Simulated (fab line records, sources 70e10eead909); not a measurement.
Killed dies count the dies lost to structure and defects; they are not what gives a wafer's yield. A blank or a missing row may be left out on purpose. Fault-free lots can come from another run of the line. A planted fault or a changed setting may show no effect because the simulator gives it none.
fab line records	flow nand_harc	part 1 of 2: steps 1 to 32 of 44
record: lots: 5	wafers: 15	last_day: 33
route steps=1302 shown A_DECK1_JOINT@531 A_ONON_D2@545 A_CHANNEL_HOLE_D2@570
lots that met no fault: from a run of the same line without faults
start_h: start of the lot's first displayed wafer, in hours after the record's first day	wait_h: hours elapsed since this lot's preceding step	" as in the row above	L1.1+2: a single row standing in for several wafers	- value missing, or start not given	* or withheld: withheld	< > ~ a bound
route shown NAME@n: names a module that has steps shown in the file, with the first one's number in the route	usual: mean/standard deviation of fault-free wafers	same: alike in all rows	chamber/n: place in a boat	sites: each site's reading	_std_site: standard deviation across them	_edge_site: inner sites' mean taken away from outer sites' mean	radius_mm: how far each site lies from the wafer's centre	mask NAME#n: copy n	behind: the tool/chamber that last shaped the wafer	hold: reason for holding the lot/hours on hold/outcome of the hold	device: which transistor (n, p or np) failed to switch	end of line: the same wafers' tests at the end of the route	a step with no rows: only its recipe	killed: not the wafer's yield, but the dies lost to structure and defects at the first sort	map: shows each die of a wafer: x if killed, . if not, _ if none is there
set.NAME: the setting the step ran with; set.NAME@STEP: the setting that earlier step ran with	model.NAME: the simulator's own value behind a step, which no gauge read
lots at selected steps of the route; one table per step, one row per wafer
services: from which hour (start_h, from the record's first day; less than 0 if before it) a tool's chamber was out of use, for how many hours, and why
== steps ==
step: NHARC_A_DECK1_JOINT_PRECLEAN_30
recipe: time_s: *	temp_c: 50	bath_age_min: 0	chemistry: SC1
usual: nh4oh_flow_mL_min: 28.31/0.092
same: time_s: *
lot.wafer	tool	chamber	start_h	wait_h	nh4oh_flow_mL_min
L074.3	wet_bench-03	0	246.29	0.1	28.22
L074.2	"	3	"	"	28.37
L074.6	"	4	"	"	28.22
L082.6	wet_bench-03	1	320.10	0.1	28.33
L082.1	"	2	"	"	28.28
L082.2	"	3	"	"	28.28
L092.4	wet_bench-04	3	444.03	0.1	28.17
L092.6	"	5	"	"	28.34
L092.3	"	7	"	"	28.28
L094.6	wet_bench-03	3	444.05	0.1	28.37
L094.2	"	4	"	"	28.26
L094.3	"	6	"	"	28.31
L095.4	wet_bench-03	4	462.18	0.1	28.34
L095.1	"	6	"	"	28.34
L095.3	"	0	"	"	28.46
step: NHARC_A_DECK1_JOINT_SRD_31
lot.wafer	tool	chamber	start_h	wait_h
L074.3+2+6	wet_bench-03	0,3,4	-	-
L082.6+1+2	wet_bench-03	1,2,3	-	-
L092.4+6+3	wet_bench-04	3,5,7	-	-
L094.6+2+3	wet_bench-03	3,4,6	-	-
L095.4+1+3	wet_bench-03	4,6,0	-	-
step: NHARC_A_DECK1_JOINT_CVD_34
recipe: target_thk_a: 200	temp_c: 700	pressure_mtorr: 300	material: SiNx
usual: spike_tc_upper_C: 700.6/1
lot.wafer	tool	chamber	start_h	wait_h	spike_tc_upper_C
L074.2	lpcvd-01	1	249.53	-	700.3
L074.3	"	1	"	"	701.7
L074.6	"	1	"	"	700.9
L082.1	lpcvd-01	1	323.32	-	700.0
L082.2	"	1	"	"	701.2
L082.6	"	1	"	"	700.5
L092.3	lpcvd-01	0	447.27	-	701.4
L092.4	"	0	"	"	701.7
L092.6	"	0	"	"	700.9
L094.2	lpcvd-01	0	447.27	-	700.5
L094.3	"	0	"	"	703.0
L094.6	"	0	"	"	702.7
L095.1	lpcvd-01	0	465.42	-	701.1
L095.3	"	0	"	"	699.7
L095.4	"	0	"	"	701.2
step: NHARC_A_DECK1_JOINT_DEP_06
recipe: target_thk_a: 800	temp_c: 65	material: SiOx
lot.wafer	tool	chamber	start_h	wait_h
L074.2+3+6	fcvd-02	0	252.75	0.4
L082.1+2+6	fcvd-02	1,0,1	326.57	0.4
L092.3+4+6	fcvd-01	0,1,0	450.54	0.4
L094.2+3+6	fcvd-01	0,1,1	450.77	0.7
L095.1+3+4	fcvd-02	1,0,1	468.74	0.4
step: NHARC_A_DECK1_JOINT_CURE_26
recipe: temp_c: 150	time_s: 32	pressure_atm: 0.395
same: time_s: 32
lot.wafer	tool	chamber	start_h	wait_h
L074.2+3+6	fcvd-02	0	252.91	0.1
L082.1+2+6	fcvd-02	1,0,1	326.74	0.1
L092.3+4+6	fcvd-01	0,1,0	450.68	0.1
L094.2+3+6	fcvd-01	0,1,1	450.93	0.1
L095.1+3+4	fcvd-02	1,0,1	468.90	0.1
step: NHARC_A_DECK1_JOINT_ANNEAL_27
recipe: temp_c: 400	time_s: 3600	idle_temp_c: 300	ramp_up_c_per_min: 10	densification_p_h2o_torr: 640
usual: spike_tc_upper_C: 399.7/1.3
same: time_s: 3600
lot.wafer	tool	chamber	start_h	wait_h	spike_tc_upper_C
L074.2	furnace-04	0	256.99	4.1	398.7
L074.3	"	0	"	"	396.3
L074.6	"	0	"	"	399.3
L082.1	furnace-08	0	329.46	2.7	399.3
L082.2	"	0	"	"	399.0
L082.6	"	0	"	"	399.1
L092.3	furnace-08	0	453.39	2.7	398.2
L092.4	"	0	"	"	399.9
L092.6	"	0	"	"	400.3
L094.2	furnace-08	0	453.39	2.4	399.8
L094.3	"	0	"	"	399.5
L094.6	"	0	"	"	399.3
L095.1	furnace-03	0	472.18	3.3	401.0
L095.3	"	0	"	"	402.5
L095.4	"	0	"	"	399.5
step: NHARC_A_DECK1_JOINT_ANNEAL_28
recipe: temp_c: 500	time_s: 1800	idle_temp_c: 400	ramp_up_c_per_min: 10	densification_p_h2o_torr: 640
usual: spike_tc_upper_C: 499.7/1.2
same: time_s: 1800
lot.wafer	tool	chamber	start_h	wait_h	spike_tc_upper_C
L074.2	furnace-04	0	262.35	3.6	498.5
L074.3	"	0	"	"	500.5
L074.6	"	0	"	"	497.5
L082.1	furnace-08	0	333.80	2.6	498.1
L082.2	"	0	"	"	498.4
L082.6	"	0	"	"	498.7
L092.3	furnace-08	0	458.74	3.6	497.7
L092.4	"	0	"	"	498.7
L092.6	"	0	"	"	499.7
L094.2	furnace-08	0	458.74	3.6	499.3
L094.3	"	0	"	"	498.7
L094.6	"	0	"	"	499.7
L095.1	furnace-03	0	477.11	3.1	501.2
L095.3	"	0	"	"	504.0
L095.4	"	0	"	"	501.1
step: NHARC_A_DECK1_JOINT_ANNEAL_29
recipe: temp_c: 750	time_s: 1800	idle_temp_c: 500	ramp_up_c_per_min: 10	ramp_down_c_per_min: 3
usual: spike_tc_upper_C: 750.1/1.2
same: time_s: 1800
lot.wafer	tool	chamber	start_h	wait_h	spike_tc_upper_C
L074.2	furnace-04	0	267.34	4.3	748.4
L074.3	"	0	"	"	750.0
L074.6	"	0	"	"	748.7
L082.1	furnace-08	0	337.04	2.6	751.3
L082.2	"	0	"	"	747.4
L082.6	"	0	"	"	749.5
L092.3	furnace-08	0	461.99	2.6	749.0
L092.4	"	0	"	"	750.8
L092.6	"	0	"	"	750.1
L094.2	furnace-08	0	461.99	2.6	750.0
L094.3	"	0	"	"	749.7
L094.6	"	0	"	"	748.3
L095.1	furnace-03	0	481.28	3.5	753.1
L095.3	"	0	"	"	751.3
L095.4	"	0	"	"	752.1
step: NHARC_A_DECK1_JOINT_CMP_02
recipe: material: SiOx
usual: motor_current_A: 11.3/0.99	retaining_ring_pressure_frac: 1.000/0.0044
lot.wafer	tool	chamber	start_h	wait_h	motor_current_A	retaining_ring_pressure_frac
L074.3	cmp-02	0	270.03	0.4	11.1	0.996
L074.2	"	1	"	"	10.8	0.998
L074.6	"	1	"	"	10.3	1.000
L082.1	cmp-04	3	339.72	0.4	10.6	0.999
L082.2	"	0	"	"	9.3	0.997
L082.6	"	0	"	"	10.1	0.999
L092.3	cmp-02	2	464.68	0.4	11.6	0.999
L092.4	"	0	"	"	10.8	0.998
L092.6	"	2	"	"	12.2	1.002
L094.2	cmp-01	1	464.68	0.4	11.9	1.007
L094.3	"	0	"	"	11.9	1.000
L094.6	"	2	"	"	11.1	1.006
L095.1	cmp-01	1	483.95	0.4	12.2	0.999
L095.4	"	3	"	"	11.2	0.999
L095.3	"	0	"	"	12.0	0.997
step: NHARC_A_DECK1_JOINT_SRD_15
lot.wafer	tool	chamber	start_h	wait_h
L074.3+2+6	wet_bench-03	3,4,5	270.34	0.0
L082.1+6+2	wet_bench-04	0,1,3	340.02	0.0
L092.3+4+6	wet_bench-02	5,6,2	464.98	0.0
L094.3+2+6	wet_bench-03	4,5,6	464.99	0.0
L095.1+3+4	wet_bench-02	6,7,0	484.26	0.0
step: NHARC_A_DECK1_JOINT_DEP_16
recipe: target_thk_a: 450	temp_c: 400	pressure_torr: 6.5	rf_w: 900	teos_flow_sccm: 161.4	flow_sccm: 2650	target_thk_nm: 45	gas: O2	material: SiO2
usual: heater_power_outer_w: 313/71	heater_power_w: 559/110	showerhead_vpp_V: 1824/110	throttle_valve_pct: 16.1/0.47
lot.wafer	tool	chamber	start_h	wait_h	heater_power_outer_w	heater_power_w	showerhead_vpp_V	throttle_valve_pct
L074.3	pecvd-04	2	270.63	0.3	287	556	1985	16.6
L074.2	"	0	"	"	388	649	1900	15.7
L074.6	"	1	"	"	321	621	1606	16.8
L082.2	pecvd-01	1	340.14	0.1	250	499	1794	15.9
L082.1	"	2	"	"	178	375	1814	15.8
L082.6	"	1	"	"	249	502	1806	15.9
L092.4	pecvd-02	1	465.15	0.2	401	656	1705	15.7
L092.3	"	0	"	"	207	372	1875	15.8
L092.6	"	1	"	"	393	656	1685	15.7
L094.2	pecvd-02	1	465.32	0.3	324	572	1668	15.7
L094.3	"	1	"	"	336	578	1673	16.1
L094.6	"	1	"	"	337	579	1695	15.7
L095.1	pecvd-02	2	484.37	0.1	329	559	1820	16.2
L095.3	"	0	"	"	241	419	1958	16.4
L095.4	"	0	"	"	249	426	1930	16.4
step: NHARC_A_DECK1_JOINT_THK_MEAS_17
recipe: thk_meas_gauge: ellipsometry
usual: thk_nm: 44.9/1.1
lot.wafer	tool	chamber	start_h	wait_h	thk_nm
L074.2	film_metro-02	-	270.91	0.2	46.1
L074.3	"	-	"	"	45.3
L074.6	"	-	"	"	45.5
L082.1	film_metro-02	-	340.39	0.2	43.9
L082.2	"	-	"	"	42.0
L082.6	"	-	"	"	46.3
L092.3	film_metro-02	-	465.43	0.2	44.5
L092.4	"	-	"	"	45.2
L092.6	"	-	"	"	45.3
L094.2	film_metro-01	-	465.69	0.3	46.7
L094.3	"	-	"	"	43.9
L094.6	"	-	"	"	45.9
L095.1	film_metro-01	-	484.62	0.2	45.7
L095.3	"	-	"	"	43.3
L095.4	"	-	"	"	44.0
step: NHARC_A_DECK1_JOINT_INSPECT_05
usual: raw_defect_count: 301/100
lot.wafer	tool	chamber	start_h	wait_h	raw_defect_count
L074.2	defect_inspect-02	-	270.95	0.0	224
L074.3	"	-	"	"	266
L074.6	"	-	"	"	316
L082.1	defect_inspect-01	-	340.43	0.0	288
L082.2	"	-	"	"	316
L082.6	"	-	"	"	223
L092.3	defect_inspect-02	-	465.47	0.0	554
L092.4	"	-	"	"	298
L092.6	"	-	"	"	204
L094.2	defect_inspect-01	-	465.73	0.0	531
L094.3	"	-	"	"	344
L094.6	"	-	"	"	326
L095.1	defect_inspect-02	-	484.65	0.0	133
L095.3	"	-	"	"	159
L095.4	"	-	"	"	162
step: NHARC_A_ONON_D2_DEP_00
recipe: target_thk_a: 10000	n2_flow_sccm: 2750	n2o_flow_sccm: 2000	nh3_flow_sccm: 500	sih4_flow_sccm: 210	temp_c: 400
lot.wafer	tool	chamber	start_h	wait_h
L074.2+3+6	pecvd_onon-03	0	271.17	0.2
L082.1+2+6	pecvd_onon-02	0	340.49	0.1
L092.3+4+6	pecvd_onon-01	0	465.65	0.2
L094.2+3+6	pecvd_onon-02	0	465.85	0.1
L095.1+3+4	pecvd_onon-02	0	484.73	0.1
step: NHARC_A_ONON_D2_THK_MEAS_02
recipe: thk_meas_gauge: ellipsometry
usual: thk_nm: 998/11
lot.wafer	tool	chamber	start_h	wait_h	thk_nm
L074.2	film_metro-02	-	271.63	-	1003
L074.3	"	-	"	"	1005
L074.6	"	-	"	"	1003
L082.1	film_metro-01	-	341.01	-	985
L082.2	"	-	"	"	986
L082.6	"	-	"	"	986
L092.3	film_metro-01	-	466.05	-	1005
L092.4	"	-	"	"	1002
L092.6	"	-	"	"	1005
L094.2	film_metro-01	-	466.30	-	1006
L094.3	"	-	"	"	1007
L094.6	"	-	"	"	1005
L095.1	film_metro-01	-	485.24	-	1015
L095.3	"	-	"	"	1014
L095.4	"	-	"	"	1016
step: NHARC_A_ONON_D2_DEP_03
recipe: target_thk_a: 10000	n2_flow_sccm: 2750	n2o_flow_sccm: 2000	nh3_flow_sccm: 500	sih4_flow_sccm: 210	temp_c: 400
lot.wafer	tool	chamber	start_h	wait_h
L074.2+3+6	pecvd_onon-03	0	271.74	0.1
L082.1+2+6	pecvd_onon-02	0	341.06	0.1
L092.3+4+6	pecvd_onon-01	0	466.22	0.2
L094.2+3+6	pecvd_onon-02	0	466.42	0.1
L095.1+3+4	pecvd_onon-03	0	485.29	0.1
step: NHARC_A_ONON_D2_THK_MEAS_05
recipe: thk_meas_gauge: ellipsometry
usual: thk_nm: 998/7.9
lot.wafer	tool	chamber	start_h	wait_h	thk_nm
L074.2	film_metro-01	-	272.19	-	1002
L074.3	"	-	"	"	1003
L074.6	"	-	"	"	1002
L082.1	film_metro-02	-	341.58	-	1002
L082.2	"	-	"	"	1001
L082.6	"	-	"	"	998
L092.3	film_metro-02	-	466.62	-	976
L092.4	"	-	"	"	977
L092.6	"	-	"	"	976
L094.2	film_metro-02	-	466.87	-	996
L094.3	"	-	"	"	995
L094.6	"	-	"	"	995
L095.1	film_metro-02	-	485.80	-	984
L095.3	"	-	"	"	987
L095.4	"	-	"	"	988
step: NHARC_A_ONON_D2_DEP_06
recipe: target_thk_a: 10000	n2_flow_sccm: 2750	n2o_flow_sccm: 2000	nh3_flow_sccm: 500	sih4_flow_sccm: 210	temp_c: 400
lot.wafer	tool	chamber	start_h	wait_h
L074.2+3+6	pecvd_onon-03	0	272.30	0.1
L082.1+2+6	pecvd_onon-01	0	341.63	0.1
L092.3+4+6	pecvd_onon-01	0	466.79	0.2
L094.2+3+6	pecvd_onon-02	0	466.98	0.1
L095.1+3+4	pecvd_onon-03	0	485.86	0.1
step: NHARC_A_ONON_D2_THK_MEAS_08
recipe: thk_meas_gauge: ellipsometry
usual: thk_nm: 998/11
lot.wafer	tool	chamber	start_h	wait_h	thk_nm
L074.2	film_metro-02	-	272.76	-	1001
L074.3	"	-	"	"	1000
L074.6	"	-	"	"	1000
L082.1	film_metro-02	-	342.14	-	1001
L082.2	"	-	"	"	1001
L082.6	"	-	"	"	1001
L092.3	film_metro-01	-	467.18	-	981
L092.4	"	-	"	"	981
L092.6	"	-	"	"	981
L094.2	film_metro-02	-	467.43	-	996
L094.3	"	-	"	"	995
L094.6	"	-	"	"	997
L095.1	film_metro-02	-	486.37	-	991
L095.3	"	-	"	"	991
L095.4	"	-	"	"	991
step: NHARC_A_ONON_D2_DEP_09
recipe: target_thk_a: 10000	n2_flow_sccm: 2750	n2o_flow_sccm: 2000	nh3_flow_sccm: 500	sih4_flow_sccm: 210	temp_c: 400
lot.wafer	tool	chamber	start_h	wait_h
L074.2+3+6	pecvd_onon-03	0	272.88	0.1
L082.1+2+6	pecvd_onon-01	0	342.20	0.1
L092.3+4+6	pecvd_onon-01	0	467.35	0.2
L094.2+3+6	pecvd_onon-02	0	467.54	0.1
L095.1+3+4	pecvd_onon-01	0	486.43	0.1
step: NHARC_A_ONON_D2_THK_MEAS_11
recipe: thk_meas_gauge: ellipsometry
usual: thk_nm: 999/8.4
lot.wafer	tool	chamber	start_h	wait_h	thk_nm
L074.2	film_metro-01	-	273.33	-	996
L074.3	"	-	"	"	996
L074.6	"	-	"	"	995
L082.1	film_metro-01	-	342.71	-	1007
L082.2	"	-	"	"	1006
L082.6	"	-	"	"	1006
L092.3	film_metro-02	-	467.74	-	993
L092.4	"	-	"	"	993
L092.6	"	-	"	"	992
L094.2	film_metro-02	-	467.99	-	1012
L094.3	"	-	"	"	1013
L094.6	"	-	"	"	1012
L095.1	film_metro-01	-	486.94	-	996
L095.3	"	-	"	"	996
L095.4	"	-	"	"	995
step: NHARC_A_ONON_D2_DEP_12
recipe: target_thk_a: 10000	n2_flow_sccm: 2750	n2o_flow_sccm: 2000	nh3_flow_sccm: 500	sih4_flow_sccm: 210	temp_c: 400
lot.wafer	tool	chamber	start_h	wait_h
L074.2+3+6	pecvd_onon-02	0	273.45	0.1
L082.1+2+6	pecvd_onon-02	0	342.77	0.1
L092.3+4+6	pecvd_onon-01	0	467.92	0.2
L094.2+3+6	pecvd_onon-02	0	468.11	0.1
L095.1+3+4	pecvd_onon-01	0	486.99	0.1
step: NHARC_A_ONON_D2_THK_MEAS_14
recipe: thk_meas_gauge: ellipsometry
usual: thk_nm: 999/8.2
lot.wafer	tool	chamber	start_h	wait_h	thk_nm
L074.2	film_metro-02	-	273.90	-	998
L074.3	"	-	"	"	997
L074.6	"	-	"	"	1000
L082.1	film_metro-01	-	343.28	-	1000
L082.2	"	-	"	"	999
L082.6	"	-	"	"	1000
L092.3	film_metro-01	-	468.31	-	984
L092.4	"	-	"	"	984
L092.6	"	-	"	"	983
L094.2	film_metro-02	-	468.56	-	1004
L094.3	"	-	"	"	1002
L094.6	"	-	"	"	1004
L095.1	film_metro-02	-	487.50	-	1004
L095.3	"	-	"	"	1004
L095.4	"	-	"	"	1004
step: NHARC_A_ONON_D2_ANNEAL_15
recipe: temp_c: 750	time_s: 3600
usual: spike_tc_upper_C: 750.5/1.2
same: time_s: 3600
lot.wafer	tool	chamber	start_h	wait_h	spike_tc_upper_C
L074.2	furnace-02	0	280.21	6.3	751.7
L074.3	"	0	"	"	751.7
L074.6	"	0	"	"	751.9
L082.1	furnace-02	0	346.26	3.0	752.2
L082.2	"	0	"	"	752.2
L082.6	"	0	"	"	751.6
L092.3	furnace-02	0	471.33	3.0	753.1
L092.4	"	0	"	"	750.5
L092.6	"	0	"	"	752.7
L094.2	furnace-02	0	471.33	2.8	749.8
L094.3	"	0	"	"	751.0
L094.6	"	0	"	"	752.2
L095.1	furnace-02	0	492.81	5.3	749.1
L095.3	"	0	"	"	750.7
L095.4	"	0	"	"	749.1
step: NHARC_A_ONON_D2_DEP_16
recipe: target_thk_a: 10000	n2_flow_sccm: 2750	n2o_flow_sccm: 2000	nh3_flow_sccm: 500	sih4_flow_sccm: 210	temp_c: 400
lot.wafer	tool	chamber	start_h	wait_h
L074.2+3+6	pecvd_onon-01	0	284.07	0.4
L082.1+2+6	pecvd_onon-02	0	350.10	0.4
L094.2+3+6	pecvd_onon-03	0	475.28	0.4
L092.3+4+6	pecvd_onon-01	0	475.34	0.5
L095.1+3+4	pecvd_onon-01	0	496.61	0.4
step: NHARC_A_ONON_D2_THK_MEAS_18
recipe: thk_meas_gauge: ellipsometry
usual: thk_nm: 999/8.9
lot.wafer	tool	chamber	start_h	wait_h	thk_nm
L074.2	film_metro-02	-	284.52	-	988
L074.3	"	-	"	"	992
L074.6	"	-	"	"	989
L082.1	film_metro-02	-	350.61	-	1001
L082.2	"	-	"	"	1002
L082.6	"	-	"	"	1000
L092.3	film_metro-02	-	475.73	-	1009
L092.4	"	-	"	"	1009
L092.6	"	-	"	"	1009
L094.2	film_metro-01	-	475.73	-	992
L094.3	"	-	"	"	994
L094.6	"	-	"	"	993
L095.1	film_metro-01	-	497.12	-	1004
L095.3	"	-	"	"	1006
L095.4	"	-	"	"	1006
step: NHARC_A_ONON_D2_DEP_19
recipe: target_thk_a: 10000	n2_flow_sccm: 2750	n2o_flow_sccm: 2000	nh3_flow_sccm: 500	sih4_flow_sccm: 210	temp_c: 400
lot.wafer	tool	chamber	start_h	wait_h
L074.2+3+6	pecvd_onon-03	0	284.64	0.1
L082.1+2+6	pecvd_onon-03	0	350.67	0.1
L094.2+3+6	pecvd_onon-03	0	475.85	0.1
L092.3+4+6	pecvd_onon-02	0	475.90	0.2
L095.1+3+4	pecvd_onon-01	0	497.18	0.1
step: NHARC_A_ONON_D2_THK_MEAS_21
recipe: thk_meas_gauge: ellipsometry
usual: thk_nm: 999/11
lot.wafer	tool	chamber	start_h	wait_h	thk_nm
L074.2	film_metro-01	-	285.09	-	992
L074.3	"	-	"	"	994
L074.6	"	-	"	"	993
L082.1	film_metro-02	-	351.18	-	982
L082.2	"	-	"	"	981
L082.6	"	-	"	"	980
L092.3	film_metro-02	-	476.30	-	1013
L092.4	"	-	"	"	1012
L092.6	"	-	"	"	1014
L094.2	film_metro-01	-	476.30	-	1024
L094.3	"	-	"	"	1025
L094.6	"	-	"	"	1024
L095.1	film_metro-01	-	497.68	-	1015
L095.3	"	-	"	"	1013
L095.4	"	-	"	"	1013
step: NHARC_A_ONON_D2_DEP_22
recipe: target_thk_a: 10000	n2_flow_sccm: 2750	n2o_flow_sccm: 2000	nh3_flow_sccm: 500	sih4_flow_sccm: 210	temp_c: 400
lot.wafer	tool	chamber	start_h	wait_h
L074.2+3+6	pecvd_onon-02	0	285.20	0.1
L082.1+2+6	pecvd_onon-01	0	351.23	0.1
L094.2+3+6	pecvd_onon-03	0	476.42	0.1
L092.3+4+6	pecvd_onon-02	0	476.47	0.2
L095.1+3+4	pecvd_onon-02	0	497.74	0.1
step: NHARC_A_ONON_D2_THK_MEAS_24
recipe: thk_meas_gauge: ellipsometry
usual: thk_nm: 1000/10
lot.wafer	tool	chamber	start_h	wait_h	thk_nm
L074.2	film_metro-01	-	285.65	-	994
L074.3	"	-	"	"	992
L074.6	"	-	"	"	995
L082.1	film_metro-02	-	351.74	-	1017
L082.2	"	-	"	"	1016
L082.6	"	-	"	"	1017
L094.2	film_metro-01	-	476.87	-	1009
L094.3	"	-	"	"	1009
L094.6	"	-	"	"	1009
L092.3	film_metro-02	-	476.87	-	1022
L092.4	"	-	"	"	1022
L092.6	"	-	"	"	1023
L095.1	film_metro-02	-	498.25	-	1002
L095.3	"	-	"	"	1003
L095.4	"	-	"	"	1002
step: NHARC_A_ONON_D2_DEP_25
recipe: target_thk_a: 10000	n2_flow_sccm: 2750	n2o_flow_sccm: 2000	nh3_flow_sccm: 500	sih4_flow_sccm: 210	temp_c: 400
lot.wafer	tool	chamber	start_h	wait_h
L074.2+3+6	pecvd_onon-01	0	285.77	0.1
L082.1+2+6	pecvd_onon-01	0	351.80	0.1
L094.2+3+6	pecvd_onon-03	0	476.98	0.1
L092.3+4+6	pecvd_onon-02	0	477.04	0.2
L095.1+3+4	pecvd_onon-03	0	498.30	0.1
step: NHARC_A_ONON_D2_THK_MEAS_27
recipe: thk_meas_gauge: ellipsometry
usual: thk_nm: 1000/9.6
lot.wafer	tool	chamber	start_h	wait_h	thk_nm
L074.2	film_metro-01	-	286.22	-	1002
L074.3	"	-	"	"	1001
L074.6	"	-	"	"	1002
L082.1	film_metro-01	-	352.31	-	1003
L082.2	"	-	"	"	1001
L082.6	"	-	"	"	1003
L094.2	film_metro-01	-	477.43	-	1001
L094.3	"	-	"	"	1001
L094.6	"	-	"	"	1001
L092.3	film_metro-02	-	477.44	-	1028
L092.4	"	-	"	"	1028
L092.6	"	-	"	"	1031
L095.1	film_metro-02	-	498.81	-	999
L095.3	"	-	"	"	999
L095.4	"	-	"	"	999
